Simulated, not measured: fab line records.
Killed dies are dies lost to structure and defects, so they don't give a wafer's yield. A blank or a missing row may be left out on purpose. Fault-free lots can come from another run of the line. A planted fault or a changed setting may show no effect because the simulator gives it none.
fab line records | flow nand-harc
record: lots: 5 wafers: 14 last-day: 24
route steps=1159 shown A_SOURCE_PLATE@414 A_ONON_D1@424 END@1159
lots with no fault: from the same line, run without faults
start-h: hours from the record's first day to the start of the lot's first wafer shown | wait-h: hours from the lot's prior step to this one | " repeats the value in the row above | L1.1+2: a row that stands for several wafers | - value missing, or start not given | * or withheld: withheld | < > ~ a bound
route shown NAME@n: a module of which the file shows steps, and the number in the route of the first | usual: mean/standard deviation taken from wafers without a fault | same: alike in all rows | chamber/n: place in a boat | sites: each site's reading | _std_site: standard deviation of those values | _edge_site: mean of outer sites minus mean of inner sites | radius-mm: how far each site lies from the wafer's centre | mask NAME#n: copy n | behind: tool/chamber where the wafer was last shaped | hold: what put the lot on hold/how long, in hours/how the hold closed | device: transistor that didn't switch, given as n, p or np | end of line: tests run on the same wafers once the route is complete | for a step that has no rows: nothing shown but its recipe | killed: the dies lost at the first sort to structure and to defects; this is not the yield of the wafer | map: dies across one wafer; x = killed, . = not, _ = none there
set.NAME: the setting the step ran with; set.NAME@STEP: the setting that earlier step ran with | model.NAME: the simulator's own value behind a step, which no gauge read
lots seen at some steps along the route; tables by step, rows by wafer
services: when a tool's chamber went out of use (start-h, in hours from the record's first day, below 0 if earlier), for how many hours, and the reason
== steps ==
step: NHARC_A_SOURCE_PLATE_SRD_01
step: NHARC_A_SOURCE_PLATE_OXIDE_02
recipe: target-thk-a: 100 temp-c: 900 ox-time-s: 1362 material: SiO2
step: NHARC_A_SOURCE_PLATE_THK_MEAS_09
recipe: thk-meas-gauge: ellipsometry
usual: thk-nm: 9.9/0.94
columns lot.wafer tool chamber start-h wait-h thk-nm
L824.1 film-metro-02 - 160.59 0.4 10.0
L824.3 " - " " 10.6
L824.5 " - " " 10.2
L829.2 film-metro-02 - 183.20 0.4 11.0
L829.4 " - " " 9.0
L829.6 " - " " 10.0
L827.3 film-metro-01 - 190.02 0.4 10.1
L827.4 " - " " 11.7
L827.5 " - " " 9.8
L843.1 film-metro-01 - 261.89 0.4 9.7
L843.5 " - " " 11.0
L844.4 film-metro-02 - 276.73 0.4 10.1
L844.5 " - " " 12.0
L844.6 " - " " 9.8
step: NHARC_A_SOURCE_PLATE_PVD_04
recipe: target-thk-a: 500 material: WSi2
step: NHARC_A_SOURCE_PLATE_CVD_03
recipe: target-thk-a: 2000 temp-c: 620 pressure-mtorr: 200 time-s: 4000 material: poly-Si
step: NHARC_A_SOURCE_PLATE_ANNEAL_05
recipe: temp-c: 850 time-s: 1800
step: NHARC_A_SOURCE_PLATE_THK_MEAS_06
recipe: thk-meas-gauge: ellipsometry
usual: thk-nm: 200.3/2.1
columns lot.wafer tool chamber start-h wait-h thk-nm
L824.1 film-metro-02 - 173.76 0.4 201.9
L824.3 " - " " 200.8
L824.5 " - " " 201.5
L829.2 film-metro-02 - 197.37 0.4 201.7
L829.4 " - " " 204.4
L829.6 " - " " 200.5
L827.3 film-metro-02 - 203.24 0.4 196.9
L827.4 " - " " 197.9
L827.5 " - " " 200.7
L843.1 film-metro-01 - 275.61 0.4 199.5
L843.5 " - " " 200.6
L844.4 film-metro-02 - 289.80 0.4 199.9
L844.5 " - " " 201.9
L844.6 " - " " 200.7
step: NHARC_A_SOURCE_PLATE_INSPECT_08
usual: raw-defect-count: 63/24
columns lot.wafer tool chamber start-h wait-h raw-defect-count
L824.1 defect-inspect-02 - 173.82 0.0 87
L824.3 " - " " 57
L824.5 " - " " 58
L829.2 defect-inspect-02 - 197.44 0.0 74
L829.4 " - " " 60
L829.6 " - " " 53
L827.3 defect-inspect-02 - 203.30 0.0 54
L827.4 " - " " 44
L827.5 " - " " 37
L843.1 defect-inspect-01 - 275.68 0.0 33
L843.5 " - " " 95
L844.4 defect-inspect-01 - 289.86 0.0 37
L844.5 " - " " 40
L844.6 " - " " 42
step: NHARC_A_ONON_D1_DEP_00
recipe: target-thk-a: 10000 n2-flow-sccm: 2750 n2o-flow-sccm: 2000 nh3-flow-sccm: 500 sih4-flow-sccm: 210 temp-c: 400
step: NHARC_A_ONON_D1_THK_MEAS_02
recipe: thk-meas-gauge: ellipsometry
usual: thk-nm: 1000/8.1
columns lot.wafer tool chamber start-h wait-h thk-nm
L824.1 film-metro-02 - 174.40 - 992
L824.3 " - " " 992
L824.5 " - " " 993
L829.2 film-metro-01 - 198.01 - 1004
L829.4 " - " " 1005
L829.6 " - " " 1003
L827.3 film-metro-02 - 203.88 - 999
L827.4 " - " " 997
L827.5 " - " " 996
L843.1 film-metro-02 - 276.28 - 999
L843.5 " - " " 998
L844.4 film-metro-01 - 290.44 - 1008
L844.5 " - " " 1007
L844.6 " - " " 1007
step: NHARC_A_ONON_D1_DEP_03
recipe: target-thk-a: 10000 n2-flow-sccm: 2750 n2o-flow-sccm: 2000 nh3-flow-sccm: 500 sih4-flow-sccm: 210 temp-c: 400
columns lot.wafer tool chamber start-h wait-h
L824.1+3+5 pecvd-onon-03 0 174.59 0.2
L829.2+4+6 pecvd-onon-03 0 198.12 0.1
L827.3+4+5 pecvd-onon-04 0 204.05 0.2
L843.1+5 pecvd-onon-03 0 276.33 0.1
L844.4+5+6 pecvd-onon-02 0 290.67 0.2
step: NHARC_A_ONON_D1_THK_MEAS_05
recipe: thk-meas-gauge: ellipsometry
usual: thk-nm: 1003/8.1
columns lot.wafer tool chamber start-h wait-h thk-nm
L824.1 film-metro-02 - 175.11 - 986
L824.3 " - " " 985
L824.5 " - " " 985
L829.2 film-metro-02 - 198.58 - 999
L829.4 " - " " 999
L829.6 " - " " 999
L827.3 film-metro-01 - 204.44 - 1002
L827.4 " - " " 1002
L827.5 " - " " 1003
L843.1 film-metro-02 - 276.84 - 1525
L843.5 " - " " 1525
L844.4 film-metro-01 - 291.01 - 997
L844.5 " - " " 995
L844.6 " - " " 996
step: NHARC_A_ONON_D1_DEP_06
recipe: target-thk-a: 10000 n2-flow-sccm: 2750 n2o-flow-sccm: 2000 nh3-flow-sccm: 500 sih4-flow-sccm: 210 temp-c: 400
step: NHARC_END_SORT_01
recipe: temp-c: 25
usual: killed-at-array: 26/10 killed-at-other: 0.8/1.1 killed-at-periphery: 3.3/2.6 killed-dies: 30/11 killed-open: 3.4/1.8 killed-short: 2.0/1.3
same: gross-dies: 677
columns lot.wafer tool chamber start-h wait-h killed-at-array killed-at-other killed-at-periphery killed-dies killed-open killed-short
L843.1 prober-02 0 556.14 2.5 675 1 1 677 2 1
L843.5 prober-02 0 559.31 3.7 667 2 8 677 6 1
killed by level:class
L843.1 A_ONON_D1:area-dep=636 A_SLIT:chamber-film-flake=21 A_CHANNEL_HOLE_D1:chamber-film-flake=15 P_M0:geometric-particle:open=1 A_WL_FILL:geometric-particle:open=1 STARTING-WAFER:geometric-particle:short=1 A_CHANNEL_FILL_D1:chamber-film-flake=1 A_CONTACT:chamber-film-flake=1
L843.5 A_ONON_D1:area-dep=635 A_SLIT:chamber-film-flake=16 A_CHANNEL_HOLE_D1:chamber-film-flake=10 P_STI:chamber-film-flake=4 P_M0:geometric-particle:open=3 A_CONTACT:chamber-film-flake=3 A_SOURCE_PLATE:geometric-particle:open=1 A_CONTACT:geometric-particle:open=1
map L843.1 (x killed, . not)
____________x____________
_________xxxxxxx_________
_______xxxxxxxxxxx_______
______xxxxxxxxxxxxx______
_____xxxxxxxxxxxxxxx_____
____xxxxxxxxxxxxxxxxx____
____xxxxxxxxxxxxxxxxx____
___xxxxxxxxxxxxxxxxxxx___
___xxxxxxxxxxxxxxxxxxx___
__xxxxxxxxxxxxxxxxxxxxx__
__xxxxxxxxxxxxxxxxxxxxx__
_xxxxxxxxxxxxxxxxxxxxxxx_
_xxxxxxxxxxxxxxxxxxxxxxx_
_xxxxxxxxxxxxxxxxxxxxxxx_
_xxxxxxxxxxxxxxxxxxxxxxx_
_xxxxxxxxxxxxxxxxxxxxxxx_
xxxxxxxxxxxxxxxxxxxxxxxxx
xxxxxxxxxxxxxxxxxxxxxxxxx
xxxxxxxxxxxxxxxxxxxxxxxxx
xxxxxxxxxxxxxxxxxxxxxxxxx
xxxxxxxxxxxxxxxxxxxxxxxxx
_xxxxxxxxxxxxxxxxxxxxxxx_
_xxxxxxxxxxxxxxxxxxxxxxx_
_xxxxxxxxxxxxxxxxxxxxxxx_
_xxxxxxxxxxxxxxxxxxxxxxx_
_xxxxxxxxxxxxxxxxxxxxxxx_
__xxxxxxxxxxxxxxxxxxxxx__
__xxxxxxxxxxxxxxxxxxxxx__
___xxxxxxxxxxxxxxxxxxx___
___xxxxxxxxxxxxxxxxxxx___
____xxxxxxxxxxxxxxxxx____
____xxxxxxxxxxxxxxxxx____
_____xxxxxxxxxxxxxxx_____
______xxxxxxxxxxxxx______
_______xxxxxxxxxxx_______
_________xxxxxxx_________
____________x____________
map L824.1 (x killed, . not)
____________.____________
_________......._________
_______..........._______
______.x.x.........______
_____...........x..._____
____.................____
____.....x...........____
___..............x....___
___...................___
__.....................__
__.....................__
_......................x_
_......................._
_......................._
_....x.................._
_...............xx......_
........x................
.........................
.......x.................
.x.............x.........
.............x...........
_......................._
_.............x........._
_......................._
_.........x............._
_...........x..........._
__.....................__
__.....................__
___....x..x...........___
___...x...............___
____.................____
____.................____
_____.......xx......_____
______.............______
_______..........._______
_________......._________
____________.____________
== services ==
columns tool chamber start-h hours kind
pecvd-onon-03 - 153.00 13.0 pm
pecvd-onon-04 - 237.28 13.0 pm
== key ==
first-sign: step: NHARC_A_ONON_D1_THK_MEAS_05 reading: thk-nm direction: up sigmas: 64 usual: 1003 struck: 1525
effect: step: NHARC_END_SORT_01 reading: killed-at-array direction: up sigmas: 62 usual: 26 struck: 671
more-kills-born-at: NHARC_A_ONON_D1_DEP_03@pecvd-onon-03: 1271
met-at NHARC_A_ONON_D1_DEP_03
struck-wafers L843.1,L843.5
later-rows-left-out L843.1,L843.5
tester-left-out L843
onset-between 198.12 276.33
fault: kind: process-parameter-drift tool: pecvd-onon-03 chamber: - onset-h: 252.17 steps: NHARC_A_ONON_D1_DEP_03 channel: target-thk-a offset: * shape: step end-h: 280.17 scope: struck-wafers-only acts-in: * stated: *
tester-left-out: of these lots the tester's yield and bins aren't shown, on N5 and GAA mostly nor the transistor test; their killed dies are dies lost to structure and defects alone, not to doping, threshold or leakage, so they don't give the yield
later-rows-left-out: the simulator's readings of these wafers behind a module that went badly wrong aren't trusted and aren't shown, but for the sort
